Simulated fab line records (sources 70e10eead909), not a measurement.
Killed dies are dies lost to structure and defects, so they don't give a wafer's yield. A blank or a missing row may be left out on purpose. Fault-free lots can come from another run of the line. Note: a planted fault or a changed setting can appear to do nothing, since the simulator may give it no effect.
Which tool is to blame? -- flow nand-harc -- 69 wafers from 23 lots sampled at 4 of the route's 1302 steps

## WHAT EACH GAUGE READ, for each wafer
NHARC_A_BLC_OVL_MEAS_11.
lot,measured,on,overlay-x-nm (nm),overlay-y-nm (nm)
L074,day 23 15:14,overlay-01,-0.4 -0.2 -0.8,-0.1 -1.1 -1.1
L075,day 24 14:09,overlay-01,-0.5 -0.4 -0.2,0.5 0.5 0.6
L076,day 24 14:37,overlay-01,0.7 0.6 0.6,1.7 1.4 1.6
L079,day 24 18:23,overlay-01,0.4 0.7 0.4,-0.9 -1.0 -0.7
L078,day 25 07:35,overlay-02,1.0 1.0 0.7,0.0 -0.7 0.6
L080,day 25 07:57,overlay-02,0.9 0.9 0.6,0.3 -0.2 0.7
L082,day 26 00:59,overlay-01,-0.9 -0.6 0.0,-1.5 -0.8 -0.5
L081,day 26 05:53,overlay-01,0.4 0.5 0.5,1.2 0.8 1.2
L083,day 26 22:58,overlay-01,-1.0 -1.0 -0.7,0.0 0.4 0.4
L084,day 27 02:28,overlay-02,1.0 0.2 0.6,-0.7 -0.6 -0.8
L085,day 27 13:27,overlay-02,-0.2 0.0 -0.5,-0.3 0.1 0.5
L086,day 28 09:45,overlay-02,-1.2 -0.8 -0.7,-1.1 -1.0 -1.3
L087,day 28 17:44,overlay-01,-0.8 -0.4 0.3,0.9 0.9 0.5
L089,day 28 22:48,overlay-02,-0.3 -1.3 -0.4,-0.4 -0.5 -0.3
L088,day 28 23:36,overlay-01,0.0 0.3 -0.1,-0.4 -1.3 -0.7
L090,day 29 20:14,overlay-01,0.0 -0.1 0.1,0.2 -0.1 -0.2
L093,day 30 11:50,overlay-02,0.1 0.6 0.7,-0.7 0.0 -0.1
L091,day 30 14:08,overlay-02,-0.4 -1.0 -0.8,0.3 -0.1 0.3
L092,day 30 17:29,overlay-01,0.0 0.1 0.6,1.8 1.6 1.5
L094,day 30 18:38,overlay-01,0.9 1.0 1.0,-1.0 -0.9 -1.1
L095,day 31 10:44,overlay-02,-0.2 -0.9 -0.2,-0.7 -0.4 0.0
L096,day 32 10:35,overlay-02,-0.4 -0.1 -0.7,-0.2 -0.2 -0.7
L097,day 32 11:10,overlay-02,0.9 0.7 0.3,0.5 -0.1 -0.4

NHARC_A_BLC_CD_MEAS_19.
lot,measured,on,cd-nm (nm)
L074,day 23 16:18,cd-sem-01,99.4 102.1 100.6
L075,day 24 15:13,cd-sem-01,103.3 99.7 104.8
L076,day 24 15:41,cd-sem-03,100.6 98.6 99.1
L079,day 24 19:28,cd-sem-01,98.8 100.9 101.7
L078,day 25 08:39,cd-sem-03,100.6 98.5 102.1
L080,day 25 09:01,cd-sem-02,98.7 101.6 100.7
L082,day 26 02:02,cd-sem-01,96.8 99.4 104.5
L081,day 26 06:56,cd-sem-01,97.0 97.9 101.3
L083,day 27 00:01,cd-sem-01,103.1 101.6 101.6
L084,day 27 03:31,cd-sem-03,100.9 102.8 98.8
L085,day 27 14:31,cd-sem-02,100.0 103.9 105.5
L086,day 28 10:49,cd-sem-01,104.9 97.7 103.6
L087,day 28 18:47,cd-sem-02,96.9 101.6 100.3
L089,day 28 23:52,cd-sem-02,101.7 99.9 104.1
L088,day 29 00:40,cd-sem-02,102.4 97.5 102.4
L090,day 29 21:17,cd-sem-03,97.2 98.4 100.4
L093,day 30 12:53,cd-sem-03,101.7 98.7 99.9
L091,day 30 15:12,cd-sem-02,100.0 99.1 103.8
L092,day 30 18:32,cd-sem-02,95.4 99.5 97.5
L094,day 30 19:43,cd-sem-03,101.4 98.7 100.1
L095,day 31 11:48,cd-sem-01,101.4 99.0 99.3
L096,day 32 11:40,cd-sem-02,101.1 101.4 100.6
L097,day 32 12:15,cd-sem-01,99.8 98.9 101.2

## EACH LOT AND THE TOOL THAT RAN IT (in order: tool; ch and the chambers of the sampled wafers; start)
lot,NHARC_A_CONTACT_ETCH_31,NHARC_A_CONTACT_ETCH_98
L074,"rie-diel-13 ch 0,2,3, day 23 15:14 or earlier","rie-diel-13 ch 1,2,3, day 23 15:14 or earlier"
L075,"rie-diel-04 ch 1,2, day 24 14:09 or earlier","rie-diel-13 ch 0,3, day 24 14:09 or earlier"
L076,"rie-diel-13 ch 1,2, day 24 14:37 or earlier","rie-diel-13 ch 1,2,3, day 24 14:37 or earlier"
L079,"rie-diel-13 ch 2,3, day 24 15:15 or earlier","rie-diel-08 ch 0,1, day 24 15:15"
L078,"rie-diel-08 ch 0,1,3, day 25 07:35 or earlier","rie-diel-04 ch 2,3, day 25 07:35 or earlier"
L080,"rie-diel-04 ch 0,3, day 25 07:57 or earlier","rie-diel-13 ch 0,2,3, day 25 07:57 or earlier"
L082,"rie-diel-13 ch 1,2,3, day 26 00:59 or earlier","rie-diel-13 ch 2,3, day 26 00:59 or earlier"
L081,"rie-diel-13 ch 0,1,3, day 26 02:37 or earlier","rie-diel-08 ch 0,1,3, day 26 02:37"
L083,"rie-diel-13 ch 0,1,3, day 26 22:58 or earlier","rie-diel-08 ch 0,1,2, day 26 22:58 or earlier"
L084,"rie-diel-08 ch 1,2,3, day 26 23:21 or earlier","rie-diel-13 ch 0,2,3, day 26 23:21"
L085,"rie-diel-13 ch 0,2,3, day 27 13:27 or earlier","rie-diel-08 ch 1,2,3, day 27 13:27 or earlier"
L086,"rie-diel-13 ch 0,1, day 28 09:45 or earlier","rie-diel-13 ch 1,2, day 28 09:45 or earlier"
L087,"rie-diel-13 ch 0,2,3, day 28 17:44 or earlier","rie-diel-13 ch 0,1,2, day 28 17:44 or earlier"
L089,"rie-diel-13 ch 0,2,3, day 28 22:48 or earlier","rie-diel-13 ch 1,2,3, day 28 22:48 or earlier"
L088,"rie-diel-08 ch 0,2, day 28 23:36 or earlier","rie-diel-13 ch 1,2,3, day 28 23:36 or earlier"
L090,"rie-diel-08 ch 1,2, day 29 20:14 or earlier","rie-diel-04 ch 0,1,3, day 29 20:14 or earlier"
L093,"rie-diel-04 ch 2,3, day 30 11:50 or earlier","rie-diel-08 ch 0,2, day 30 11:50 or earlier"
L091,"rie-diel-08 ch 0,2,3, day 30 14:08 or earlier","rie-diel-13 ch 0,1,2, day 30 14:08 or earlier"
L092,"rie-diel-04 ch 0,2,3, day 30 17:29 or earlier","rie-diel-13 ch 0,2,3, day 30 17:29 or earlier"
L094,"rie-diel-13 ch 1,3, day 30 13:07","rie-diel-13 ch 0,1,3, day 30 18:38 or earlier"
L095,"rie-diel-04 ch 0,1,3, day 31 10:44 or earlier","rie-diel-13 ch 1,2,3, day 31 10:44 or earlier"
L096,"rie-diel-13 ch 0,1,2, day 32 10:35 or earlier","rie-diel-13 ch 0,2,3, day 32 10:35 or earlier"
L097,"rie-diel-13 ch 0,1,3, day 32 11:10 or earlier","rie-diel-13 ch 1,2, day 32 11:10 or earlier"
- NHARC_A_CONTACT_ETCH_31: etches the open film in O2/COS, target depth 2800 nm, time 728 s.
- NHARC_A_CONTACT_ETCH_98: etches the open film in C4F6/O2, target depth 20 nm, time 10 s.

## AS READ BY THE TOOLS THEMSELVES (means over the sampled wafers that have a number; for cases with no such wafer, the mark the record gives instead)
NHARC_A_CONTACT_ETCH_31.
lot,tool,chamber-pressure-mTorr (mTorr),drypump-motor-current-A (A),oes-product-au (a.u.),rf-fwd-power-W (W),rf-vpp-V (V),showerhead-plenum-p-Torr (Torr),throttle-valve-pct (%)
L074,rie-diel-13,20.011,5.8,0.992,501.6,313.8,3.14,28.340
L075,rie-diel-04,20.005,5.9,1.010,500.0,312.6,3.00,28.337
L076,rie-diel-13,19.979,6.3,1.004,498.3,311.5,2.96,28.335
L079,rie-diel-13,20.006,6.1,0.993,501.3,312.6,3.00,28.331
L078,rie-diel-08,20.009,5.6,1.000,500.8,312.8,3.02,28.321
L080,rie-diel-04,19.984,5.4,1.012,499.7,316.0,3.19,28.329
L082,rie-diel-13,20.005,6.1,0.997,500.4,312.7,3.00,28.333
L081,rie-diel-13,20.032,5.8,1.000,500.0,315.2,3.14,28.334
L083,rie-diel-13,19.990,5.8,0.992,499.0,314.0,3.14,28.322
L084,rie-diel-08,20.007,5.9,0.999,499.8,312.6,3.05,28.335
L085,rie-diel-13,19.984,5.8,0.992,498.3,314.4,3.13,28.335
L086,rie-diel-13,19.995,5.7,0.995,500.0,315.2,3.23,28.328
L087,rie-diel-13,19.991,5.8,0.999,499.2,314.6,3.13,28.331
L089,rie-diel-13,19.995,5.8,0.999,499.8,314.5,3.13,28.333
L088,rie-diel-08,19.974,5.7,1.018,501.1,312.7,2.98,28.326
L090,rie-diel-08,20.009,5.9,1.012,499.4,313.5,3.04,28.331
L093,rie-diel-04,20.015,5.7,1.004,499.6,313.2,3.08,28.326
L091,rie-diel-08,19.995,5.7,1.004,499.4,312.5,2.98,28.338
L092,rie-diel-04,19.992,5.6,1.000,499.8,314.3,3.12,28.339
L094,rie-diel-13,19.990,5.9,0.990,500.2,312.2,3.04,28.334
L095,rie-diel-04,20.021,5.4,1.002,498.3,314.0,3.13,28.331
L096,rie-diel-13,20.006,6.0,1.000,498.0,313.3,3.08,28.324
L097,rie-diel-13,20.018,5.8,0.993,500.1,314.5,3.13,28.329

NHARC_A_CONTACT_ETCH_98.
lot,tool,chamber-pressure-mTorr (mTorr),drypump-motor-current-A (A),oes-product-au (a.u.),rf-fwd-power-W (W),rf-vpp-V (V),showerhead-plenum-p-Torr (Torr),throttle-valve-pct (%)
L074,rie-diel-13,29.98,6.1,0.953,587.1,544,3.78,26.901
L075,rie-diel-13,30.02,5.5,0.940,586.2,551,4.11,26.893
L076,rie-diel-13,29.99,6.1,0.943,585.0,544,3.78,26.905
L079,rie-diel-08,29.98,5.5,1.004,587.5,544,3.75,26.905
L078,rie-diel-04,30.02,6.0,0.947,588.7,545,3.83,26.905
L080,rie-diel-13,29.99,5.8,0.955,586.2,547,3.94,26.893
L082,rie-diel-13,30.01,6.1,0.951,586.0,543,3.77,26.903
L081,rie-diel-08,29.99,5.7,0.960,584.7,544,3.79,26.902
L083,rie-diel-08,30.01,5.7,0.956,587.0,543,3.79,26.914
L084,rie-diel-13,29.99,5.8,0.941,585.9,547,3.93,26.909
L085,rie-diel-08,29.97,5.9,0.952,585.7,545,3.84,26.901
L086,rie-diel-13,29.99,6.2,0.939,586.4,543,3.72,26.894
L087,rie-diel-13,29.99,6.0,0.946,588.1,546,3.88,26.907
L089,rie-diel-13,30.01,6.1,0.946,587.7,543,3.77,26.895
L088,rie-diel-13,30.00,6.1,0.945,585.9,544,3.77,26.912
L090,rie-diel-04,30.00,5.4,0.934,586.1,547,3.93,26.901
L093,rie-diel-08,30.02,5.5,0.971,588.4,542,3.69,26.892
L091,rie-diel-13,30.00,6.0,0.993,586.5,545,3.88,26.903
L092,rie-diel-13,30.01,5.8,0.992,586.9,548,3.93,26.902
L094,rie-diel-13,29.99,5.8,0.942,586.4,547,3.93,26.905
L095,rie-diel-13,29.96,6.1,0.943,588.0,545,3.76,26.903
L096,rie-diel-13,29.99,5.8,0.945,587.3,547,3.92,26.899
L097,rie-diel-13,30.00,6.3,0.950,588.2,542,3.71,26.904

## THE ANSWER, worked out from the rows above alone
Rule: what is usual is taken from the lots themselves. The widest of any qualifying gaps counts: lots, ordered by their means at a reading, are off when they make up no more than a third of the lots, leave a main group of 4 or more, and stand apart from it by 3 or more times the standard deviation of that group's means. Not used: any main group whose means are identical at the precision the tables above print for the reading. A lot without any number at a reading at which 4 lots or more have one is off too. Where the step has rows for the other lots, those lots are counted as sound. Order of review: gauges by route order, followed by the tools' own readings, for which a lot's mean as printed above is used. The first step at which some lot is off is used, and at that step the reading that is off furthest; a lot without a number counts as furthest.
Across all readings shown, no lot is off: no conclusion can be drawn from this.

## WHAT WAS PUT IN BY THE SIMULATOR
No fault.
